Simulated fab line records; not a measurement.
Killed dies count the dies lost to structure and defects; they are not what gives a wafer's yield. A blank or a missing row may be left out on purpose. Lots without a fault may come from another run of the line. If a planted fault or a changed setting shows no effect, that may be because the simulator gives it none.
fab line records | flow nand-harc
[record] lots = 13 | wafers = 39 | last-day = 24
route steps=1159 shown A_BLC@975 A_M0@1005 END@1159
lots that met no fault: taken from a fault-free run of the same line
start-h: hours from the record's first day to the start of the lot's first wafer shown | wait-h: hours elapsed since this lot's preceding step | " same as the row above | L1.1+2: several wafers, shown together as one row | - no value present, or no start provided | * or withheld: withheld | < > ~ a bound
route shown NAME@n: names a module that has steps shown in the file, with the first one's number in the route | usual: mean/standard deviation taken from wafers without a fault | same: alike in all rows | chamber/n: place in a boat | sites: each site's reading | _std_site: their standard deviation | _edge_site: the outer-site mean with the inner-site mean subtracted | radius-mm: for every site, how far away it sits from the centre of the wafer | mask NAME#n: copy n | behind: tool/chamber where the wafer was last shaped | hold: the reason the lot was held/the length of the hold in hours/how it ended | device: transistor that didn't switch, given as n, p or np | end of line: the same wafers' tests at the end of the route | for a step that has no rows: nothing shown but its recipe | killed: the dies lost at the first sort to structure and to defects; this is not the yield of the wafer | map: per-die view of a wafer (x killed, . not killed, _ where there is no die)
set.NAME: the run value of the setting; set.NAME@STEP: its run value at that earlier step | model.NAME: the simulator's own value behind a step, which no gauge read
one table for each step of the route and one row for each wafer, over a sample of lots
services: from which hour (start-h, from the record's first day; less than 0 if before it) a tool's chamber was out of use, for how many hours, and why
[[steps]]
[step NHARC_A_BLC_OVL_MEAS_11]
[usual] overlay-x-nm = 0.0/0.8 | overlay-y-nm = 0.3/0.99
lot.wafer | tool       | chamber | start-h | wait-h | overlay-x-nm | overlay-y-nm
L565.1    | overlay-01 | -       | 398.54  | -      | -0.8         | 0.1
L565.4    | "          | -       | "       | "      | -1.1         | 0.0
L565.6    | "          | -       | "       | "      | -1.2         | 0.6
L563.1    | overlay-02 | -       | 405.03  | -      | 0.4          | -1.0
L563.4    | "          | -       | "       | "      | 0.7          | -0.7
L563.6    | "          | -       | "       | "      | 0.6          | -1.3
L567.1    | overlay-01 | -       | 408.22  | -      | -2.1         | 0.0
L567.2    | "          | -       | "       | "      | -2.0         | -0.1
L567.3    | "          | -       | "       | "      | -2.5         | -0.2
L568.2    | overlay-02 | -       | 413.46  | -      | 0.6          | 1.7
L568.4    | "          | -       | "       | "      | 0.6          | 2.2
L568.6    | "          | -       | "       | "      | 0.6          | 1.9
L569.3    | overlay-01 | -       | 429.33  | -      | 0.2          | -2.1
L569.4    | "          | -       | "       | "      | 0.0          | -1.8
L569.5    | "          | -       | "       | "      | 0.0          | -1.7
L570.1    | overlay-01 | -       | 430.95  | -      | -0.9         | -1.0
L570.2    | "          | -       | "       | "      | -0.2         | -1.4
L570.6    | "          | -       | "       | "      | -0.4         | -0.9
L572.1    | overlay-02 | -       | 443.04  | -      | -0.5         | 0.4
L572.3    | "          | -       | "       | "      | -0.3         | 0.2
L572.5    | "          | -       | "       | "      | -0.3         | -0.2
L576.1    | overlay-02 | -       | 456.96  | -      | 1.5          | -0.8
L576.2    | "          | -       | "       | "      | 1.3          | -0.6
L576.4    | "          | -       | "       | "      | 0.8          | -1.1
L574.1    | overlay-02 | -       | 466.74  | -      | 0.1          | 0.5
L574.3    | "          | -       | "       | "      | 0.9          | 0.1
L574.5    | "          | -       | "       | "      | 0.8          | 0.1
L585.1    | overlay-01 | -       | 509.73  | -      | -0.5         | 1.1
L585.3    | "          | -       | "       | "      | 0.0          | 0.6
L585.4    | "          | -       | "       | "      | 0.1          | 0.6
L583.3    | overlay-02 | -       | 515.32  | -      | 1.8          | 2.0
L583.4    | "          | -       | "       | "      | 1.1          | 2.7
L583.6    | "          | -       | "       | "      | 1.3          | 2.5
L582.2    | overlay-02 | -       | 521.70  | -      | 0.7          | 0.5
L582.4    | "          | -       | "       | "      | 0.9          | 1.2
L582.6    | "          | -       | "       | "      | 0.3          | 0.9
L586.1    | overlay-01 | -       | 529.95  | -      | 0.6          | 1.8
L586.4    | "          | -       | "       | "      | 0.5          | 1.6
L586.5    | "          | -       | "       | "      | 1.3          | 0.9
[step NHARC_A_BLC_DESCUM_15]
[recipe] time-s = 3 | o2-flow-sccm = 200 | ar-flow-sccm = 0 | bias-power-w = 0 | chemistry = O2
[usual] drypump-motor-current-A = 5.7/0.51 | o2-flow-sccm = 200.1/0.65 | oes-product-au = 0.997/0.0068 | rf-vpp-V = 57.9/0.88 | showerhead-plenum-p-Torr = 1.91/0.086 | throttle-valve-pct = 11.310/0.0088
[same] time-s = 3
lot.wafer | tool        | chamber | start-h | wait-h | drypump-motor-current-A | o2-flow-sccm | oes-product-au | rf-hours-counter-h | rf-vpp-V | showerhead-plenum-p-Torr | throttle-valve-pct
L565.1    | rie-diel-12 | 3       | 398.64  | 0.1    | 5.7                     | 200.2        | 0.997          | 1                  | 57.7     | 1.98                     | 11.315
L565.4    | "           | 2       | "       | "      | 5.7                     | 199.8        | 0.998          | 1                  | 57.6     | 1.84                     | 11.303
L565.6    | "           | 0       | "       | "      | 6.7                     | 200.4        | 1.011          | -                  | 57.1     | 1.85                     | 11.320
L563.1    | rie-diel-12 | 0       | 405.14  | 0.1    | 6.7                     | 199.0        | 0.996          | 2                  | 56.6     | 1.85                     | 11.312
L563.4    | "           | 1       | "       | "      | 5.5                     | 201.2        | 0.991          | 2                  | 56.8     | 1.98                     | 11.311
L563.6    | "           | 0       | "       | "      | 6.7                     | 199.0        | 0.992          | -                  | 58.8     | 1.85                     | 11.308
L567.3    | rie-diel-05 | 2       | 408.32  | 0.1    | 6.2                     | 199.6        | 0.990          | 6                  | 60.0     | 2.02                     | 11.318
L567.2    | "           | 3       | "       | "      | 5.6                     | 200.4        | 1.002          | 6                  | 56.3     | 1.77                     | 11.313
L567.1    | "           | 1       | "       | "      | 5.4                     | 199.6        | 0.997          | 7                  | 56.7     | 1.84                     | 11.317
L568.2    | rie-diel-06 | 1       | 413.55  | 0.1    | 5.3                     | 199.3        | 0.995          | 60                 | 57.4     | 1.91                     | 11.314
L568.4    | "           | 3       | "       | "      | 4.7                     | 200.4        | 0.997          | 63                 | 59.7     | 2.03                     | 11.325
L568.6    | "           | 1       | "       | "      | 5.2                     | 199.9        | 1.001          | -                  | 59.6     | 1.91                     | 11.310
L569.4    | rie-diel-12 | 0       | 429.42  | 0.1    | 6.7                     | 199.9        | 0.989          | 5                  | 57.8     | 1.84                     | 11.300
L569.3    | "           | 1       | "       | "      | 5.4                     | 200.7        | 0.991          | 5                  | 57.6     | 1.98                     | 11.308
L569.5    | "           | 1       | "       | "      | 5.4                     | 199.4        | 1.008          | -                  | 58.7     | 1.98                     | 11.325
L570.2    | rie-diel-05 | 0       | 431.06  | 0.1    | 5.3                     | 200.0        | 0.993          | 8                  | 58.1     | 1.91                     | 11.295
L570.1    | "           | 1       | "       | "      | 5.4                     | 199.5        | 0.981          | 9                  | 57.4     | 1.84                     | 11.317
L570.6    | "           | 2       | "       | "      | 6.3                     | 199.7        | 0.994          | -                  | 58.5     | 2.02                     | 11.311
L572.3    | rie-diel-12 | 2       | 443.14  | 0.1    | 5.8                     | 200.4        | 0.995          | 7                  | 57.1     | 1.83                     | 11.316
L572.1    | "           | 1       | "       | "      | 5.5                     | 199.1        | 1.001          | 7                  | 58.7     | 1.98                     | 11.314
L572.5    | "           | 2       | "       | "      | 5.8                     | 199.7        | 1.001          | -                  | 57.9     | 1.83                     | 11.294
L576.1    | rie-diel-06 | 2       | 457.05  | 0.1    | 5.3                     | 200.9        | 1.013          | 11                 | 58.7     | 2.03                     | 11.318
L576.2    | "           | 3       | "       | "      | 4.7                     | 199.5        | 0.994          | 12                 | 57.8     | 2.03                     | 11.318
L576.4    | "           | 1       | "       | "      | 5.2                     | 201.0        | 1.001          | 11                 | 55.9     | 1.91                     | 11.305
L574.3    | rie-diel-06 | 2       | 466.84  | 0.1    | 5.3                     | 200.5        | 0.997          | 14                 | 57.9     | 2.03                     | 11.302
L574.1    | "           | 3       | "       | "      | 4.7                     | 200.6        | 0.993          | 15                 | 58.2     | 2.03                     | 11.305
L574.5    | "           | 3       | "       | "      | 4.7                     | 199.3        | 0.984          | -                  | 59.1     | 2.03                     | 11.295
L585.3    | rie-diel-05 | 0       | 509.83  | 0.1    | 5.3                     | 200.9        | 0.996          | 16                 | 57.7     | 1.91                     | 11.311
L585.1    | "           | 1       | "       | "      | 5.4                     | 199.8        | 0.983          | 16                 | 57.7     | 1.83                     | 11.301
L585.4    | "           | 3       | "       | "      | 5.6                     | 200.3        | 0.999          | 17                 | 57.2     | 1.77                     | 11.305
L583.4    | rie-diel-05 | 2       | 515.44  | 0.1    | 6.3                     | 200.1        | 1.005          | 18                 | 59.7     | 2.01                     | 11.295
L583.3    | "           | 3       | "       | "      | 5.6                     | 198.7        | 1.003          | 18                 | 56.8     | 1.77                     | 11.304
L583.6    | "           | 0       | "       | "      | 5.3                     | 200.6        | 1.002          | -                  | 57.5     | 1.91                     | 11.300
L582.2    | rie-diel-12 | 1       | 521.81  | 0.1    | 5.4                     | 201.2        | 0.990          | 15                 | 58.9     | 1.98                     | 11.322
L582.4    | "           | 2       | "       | "      | 5.8                     | 199.8        | 0.992          | 14                 | 57.6     | 1.83                     | 11.311
L582.6    | "           | 3       | "       | "      | 5.8                     | 200.1        | 0.994          | -                  | 58.0     | 1.97                     | 11.310
L586.1    | rie-diel-05 | 1       | 530.05  | 0.1    | 5.4                     | 201.1        | 1.003          | 0                  | 56.2     | 1.83                     | 11.293
L586.4    | "           | 3       | "       | "      | 5.6                     | 200.3        | 0.991          | 0                  | 57.7     | 1.77                     | 11.305
L586.5    | "           | 2       | "       | "      | 6.3                     | 200.0        | 0.998          | -                  | 58.3     | 2.01                     | 11.312
[step NHARC_A_BLC_ALD_23]
[recipe] target-thk-a = 30 | pulse-time-s = 1 | ald-cycles = 150 | temp-c = 450 | material = TiN
[usual] ald-cycles = 150/0 | heater-power-w = 1032/110 | precursor-pulse-height-rel = 1.000/0.022
lot.wafer | tool         | chamber | start-h | wait-h | ald-cycles | heater-power-w | precursor-pulse-height-rel
L565.1    | ald-metal-03 | 0       | 400.47  | -      | 150        | 1159           | 0.990
L565.4    | "            | 2       | "       | "      | 150        | 964            | 0.992
L565.6    | "            | 3       | "       | "      | 150        | 943            | 0.999
L563.1    | ald-metal-03 | 0       | 406.97  | -      | 150        | 1142           | 0.977
L563.4    | "            | 1       | "       | "      | 150        | 955            | 1.007
L563.6    | "            | 3       | "       | "      | 150        | 964            | 0.971
L567.1    | ald-metal-02 | 1       | 410.54  | -      | 150        | 1007           | 0.999
L567.3    | "            | 2       | "       | "      | 150        | 1270           | 1.030
L567.2    | "            | 3       | "       | "      | 150        | 1035           | 1.005
L568.4    | ald-metal-03 | 3       | 415.41  | -      | 150        | 985            | 0.997
L568.2    | "            | 0       | "       | "      | 150        | 1112           | 1.009
L568.6    | "            | 2       | "       | "      | 150        | 984            | 1.006
L569.3    | ald-metal-04 | 0       | 431.26  | -      | 150        | 1122           | 0.976
L569.4    | "            | 2       | "       | "      | 150        | 1096           | 0.999
L569.5    | "            | 0       | "       | "      | 150        | 1105           | 0.956
L570.1    | ald-metal-02 | 0       | 433.03  | -      | 150        | 914            | 0.976
L570.2    | "            | 2       | "       | "      | 150        | 1268           | 0.978
L570.6    | "            | 1       | "       | "      | 150        | 995            | 0.968
L572.1    | ald-metal-04 | 3       | 445.21  | -      | 150        | 889            | 1.012
L572.3    | "            | 1       | "       | "      | 150        | 996            | 0.989
L572.5    | "            | 3       | "       | "      | 150        | 896            | 1.041
L576.1    | ald-metal-04 | 2       | 458.93  | -      | 150        | 1095           | 0.946
L576.4    | "            | 3       | "       | "      | 213        | 877            | 0.991
L576.2    | "            | 1       | "       | "      | 150        | 1030           | 1.046
L574.3    | ald-metal-04 | 3       | 468.68  | -      | 213        | 876            | 0.993
L574.1    | "            | 0       | "       | "      | 150        | 1110           | 1.059
L574.5    | "            | 3       | "       | "      | 213        | 874            | 1.015
L585.4    | ald-metal-03 | 1       | 511.66  | -      | 150        | 963            | 0.961
L585.1    | "            | 2       | "       | "      | 150        | 942            | 0.992
L585.3    | "            | 3       | "       | "      | 150        | 964            | 1.053
L583.4    | ald-metal-03 | 1       | 517.28  | -      | 150        | 965            | 0.985
L583.3    | "            | 3       | "       | "      | 150        | 976            | 1.002
L583.6    | "            | 1       | "       | "      | 150        | 984            | 0.979
L582.2    | ald-metal-02 | 2       | 523.78  | -      | 150        | 1246           | 0.962
L582.4    | "            | 0       | "       | "      | 150        | 923            | 0.988
L582.6    | "            | 2       | "       | "      | 150        | 1307           | 1.012
L586.4    | ald-metal-03 | 3       | 531.87  | -      | 150        | 982            | 1.002
L586.1    | "            | 1       | "       | "      | 150        | 955            | 0.976
L586.5    | "            | 3       | "       | "      | 150        | 957            | 0.985
[step NHARC_A_M0_OVL_MEAS_10]
[recipe] pitch-nm = 160
[usual] overlay-x-nm = -0.2/0.99 | overlay-y-nm = 0.0/0.82
lot.wafer | tool       | chamber | start-h | wait-h | overlay-x-nm | overlay-y-nm
L565.1    | overlay-02 | -       | 402.51  | -      | -1.0         | 1.8
L565.4    | "          | -       | "       | "      | -1.4         | 1.4
L565.6    | "          | -       | "       | "      | -1.0         | 1.3
L563.1    | overlay-01 | -       | 409.09  | -      | 0.8          | 1.3
L563.4    | "          | -       | "       | "      | 1.1          | 1.1
L563.6    | "          | -       | "       | "      | 0.4          | 1.9
L567.1    | overlay-02 | -       | 414.43  | -      | 0.5          | 0.8
L567.2    | "          | -       | "       | "      | 0.8          | 0.4
L567.3    | "          | -       | "       | "      | 1.3          | 0.4
L568.2    | overlay-01 | -       | 417.65  | -      | 0.6          | -0.7
L568.4    | "          | -       | "       | "      | 0.3          | -0.8
L568.6    | "          | -       | "       | "      | 0.2          | -0.4
L569.3    | overlay-02 | -       | 435.81  | -      | -3.0         | 0.0
L569.4    | "          | -       | "       | "      | -3.1         | -0.5
L569.5    | "          | -       | "       | "      | -2.3         | -1.0
L570.1    | overlay-01 | -       | 436.81  | -      | 1.1          | 0.1
L570.2    | "          | -       | "       | "      | 1.5          | 0.0
L570.6    | "          | -       | "       | "      | 1.1          | 0.0
L572.1    | overlay-02 | -       | 447.34  | -      | 0.3          | -0.9
L572.3    | "          | -       | "       | "      | 0.4          | -0.9
L572.5    | "          | -       | "       | "      | 0.0          | -1.6
L576.1    | overlay-02 | -       | 465.86  | -      | -0.9         | 0.1
L576.2    | "          | -       | "       | "      | -1.0         | 0.1
L576.4    | "          | -       | "       | "      | -1.1         | 0.6
L574.1    | overlay-02 | -       | 474.40  | -      | 0.2          | -0.4
L574.3    | "          | -       | "       | "      | 0.0          | 0.2
L574.5    | "          | -       | "       | "      | 0.8          | -0.2
L585.1    | overlay-02 | -       | 513.64  | -      | -1.0         | 0.5
L585.3    | "          | -       | "       | "      | -0.6         | 0.6
L585.4    | "          | -       | "       | "      | -0.9         | 0.7
L583.3    | overlay-01 | -       | 521.81  | -      | 0.6          | 0.1
L583.4    | "          | -       | "       | "      | 0.3          | 0.8
L583.6    | "          | -       | "       | "      | 0.7          | 0.2
L582.2    | overlay-02 | -       | 528.90  | -      | -0.2         | 0.3
L582.4    | "          | -       | "       | "      | 0.2          | 0.1
L582.6    | "          | -       | "       | "      | 0.5          | -0.3
L586.1    | overlay-02 | -       | 534.11  | -      | -0.6         | -1.0
L586.4    | "          | -       | "       | "      | -0.8         | -0.8
L586.5    | "          | -       | "       | "      | -0.2         | -0.9
[step NHARC_END_SORT_01]
[recipe] temp-c = 25
[usual] killed-at-array = 26/9.6 | killed-at-other = 0.7/0.92 | killed-at-periphery = 3.8/2.7 | killed-dies = 31/10 | killed-open = 3.3/1.7 | killed-short = 1.8/1.3
[same] gross-dies = 677
lot.wafer | tool      | chamber | start-h | wait-h | killed-at-array | killed-at-other | killed-at-periphery | killed-dies | killed-open | killed-short
L572.1    | prober-02 | 0       | 493.93  | 2.5    | 19              | 0               | 4                   | 23          | 1           | 3
L572.3    | prober-02 | 0       | 495.50  | 3.0    | 18              | 1               | 7                   | 26          | 2           | 3
L572.5    | prober-02 | 0       | 497.06  | 3.6    | 13              | 0               | 8                   | 21          | 2           | 1
L576.1    | prober-01 | 0       | 505.73  | 2.5    | 13              | 0               | 1                   | 14          | 0           | 1
L576.2    | prober-01 | 0       | 506.53  | 2.8    | 16              | 0               | 3                   | 19          | 6           | 1
L576.4    | prober-01 | 0       | 508.12  | 3.4    | 17              | 0               | 2                   | 19          | 4           | 3
L574.1    | prober-01 | 0       | 522.05  | 2.5    | 38              | 0               | 1                   | 39          | 4           | 1
// killed by level:class
L572.1 A_SLIT:chamber-film-flake=8 A_CONTACT:chamber-film-flake=3 P_GATE:chamber-film-flake=2 A_ZERO_WELL:chamber-film-flake=2 A_SGD_CUT:chamber-film-flake=2 P_M0:geometric-particle:open=1 A_SOURCE_PLATE:geometric-particle:short=1 A_ONON_D1:geometric-particle:short=1
L572.3 A_ZERO_WELL:chamber-film-flake=4 A_SLIT:chamber-film-flake=4 A_CHANNEL_HOLE_D1:chamber-film-flake=3 P_GATE:chamber-film-flake=2 A_SGD_CUT:chamber-film-flake=2 P_ZERO_WELL:geometric-particle:open=1 P_M2:geometric-particle:open=1 A_ONON_D1:geometric-particle:short=1
L572.5 A_CHANNEL_HOLE_D1:chamber-film-flake=5 A_CONTACT:chamber-film-flake=5 P_GATE:chamber-film-flake=4 A_SLIT:chamber-film-flake=2 P_STI:geometric-particle:short=1 P_BONDPAD:geometric-particle:open=1 A_CONTACT:geometric-particle:open=1 P_ZERO_WELL:chamber-film-flake=1
L576.1 A_CONTACT:chamber-film-flake=6 A_ZERO_WELL:chamber-film-flake=2 A_CHANNEL_HOLE_D1:chamber-film-flake=2 A_STAIRCASE:chamber-film-flake=2 A_SOURCE_PLATE:geometric-particle:short=1 P_GATE:chamber-film-flake=1
L576.2 A_CONTACT:chamber-film-flake=4 P_M0:chamber-film-flake=3 A_CHANNEL_HOLE_D1:chamber-film-flake=3 A_CHANNEL_FILL_D1:geometric-particle:open=2 A_CHANNEL_FILL_D1:geometric-particle:short=1 A_SGD_CUT:geometric-particle:open=1 A_WL_FILL:geometric-particle:open=1 A_CONTACT:geometric-particle:open=1
L576.4 A_CONTACT:chamber-film-flake=7 P_M0:geometric-particle:open=1 A_CHANNEL_FILL_D1:geometric-particle:open=1 A_CHANNEL_FILL_D1:geometric-particle:short=1 A_SGD_CUT:geometric-particle:open=1 A_SGD_CUT:geometric-particle:short=1 A_WL_FILL:geometric-particle:short=1 A_CONTACT:geometric-particle:open=1
L574.1 A_CHANNEL_HOLE_D1:chamber-film-flake=14 A_SGD_CUT:chamber-film-flake=10 A_SLIT:chamber-film-flake=4 A_CONTACT:chamber-film-flake=4 A_CONTACT:geometric-particle:open=2 P_M1:geometric-particle:open=1 A_WL_FILL:geometric-particle:short=1 A_BLC:geometric-particle:open=1
[[services]]
tool         | chamber | start-h | hours | kind
rie-diel-12  | -       | 379.45  | 9.0   | pm
rie-diel-06  | -       | 384.50  | 1.8   | repair
ald-metal-03 | 3       | 385.64  | 1.7   | repair
rie-diel-12  | -       | 390.11  | 1.8   | repair
ald-metal-04 | -       | 406.00  | 10.0  | pm
rie-diel-05  | 0       | 407.06  | 5.7   | repair
rie-diel-12  | -       | 413.23  | 0.4   | repair
rie-diel-06  | -       | 419.00  | 9.0   | pm
ald-metal-03 | 0       | 422.47  | 16.3  | repair
rie-diel-12  | 0       | 430.89  | 16.2  | repair
ald-metal-04 | -       | 435.00  | 2.5   | repair
ald-metal-03 | -       | 438.57  | 2.9   | repair
ald-metal-03 | 0       | 465.47  | 13.5  | repair
ald-metal-04 | -       | 472.59  | 0.4   | repair
rie-diel-06  | 0       | 491.34  | 12.5  | repair
rie-diel-05  | 1       | 493.70  | 6.0   | repair
rie-diel-06  | 1       | 499.29  | 12.5  | repair
ald-metal-03 | -       | 500.18  | 10.0  | pm
ald-metal-03 | 0       | 500.18  | 10.0  | vent-cycle
ald-metal-03 | 1       | 500.18  | 10.0  | vent-cycle
ald-metal-03 | 2       | 500.18  | 10.0  | vent-cycle
ald-metal-04 | 2       | 501.53  | 2.8   | repair
rie-diel-06  | -       | 506.44  | 0.8   | repair
rie-diel-05  | -       | 517.60  | 9.0   | pm
[[key]]
[first-sign] step = NHARC_A_BLC_ALD_23 | reading = ald-cycles | direction = up | sigmas = 99+ | usual = 150 | struck = 213
effect none on later readings
met-at NHARC_A_BLC_ALD_23
struck-lots L574,L576
struck-wafers L574.3,L574.5,L576.4
tester-left-out L574,L576
not-acting-at NHARC_A_BLC_OVL_MEAS_11,NHARC_A_BLC_DESCUM_15,NHARC_A_M0_OVL_MEAS_10
onset-between 445.21 458.93
[fault] kind = process-parameter-drift | tool = ald-metal-04 | chamber = 3 | onset-h = 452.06 | steps = NHARC_A_BLC_ALD_23 | channel = ald-cycles | offset = 63 | shape = step | end-h = 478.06 | acts-in = these-recipes-only | stated = 150
// tester-left-out: of these lots the tester's yield and bins aren't shown, on N5 and GAA mostly nor the transistor test; their killed dies are dies lost to structure and defects alone, not to doping, threshold or leakage, so they don't give the yield
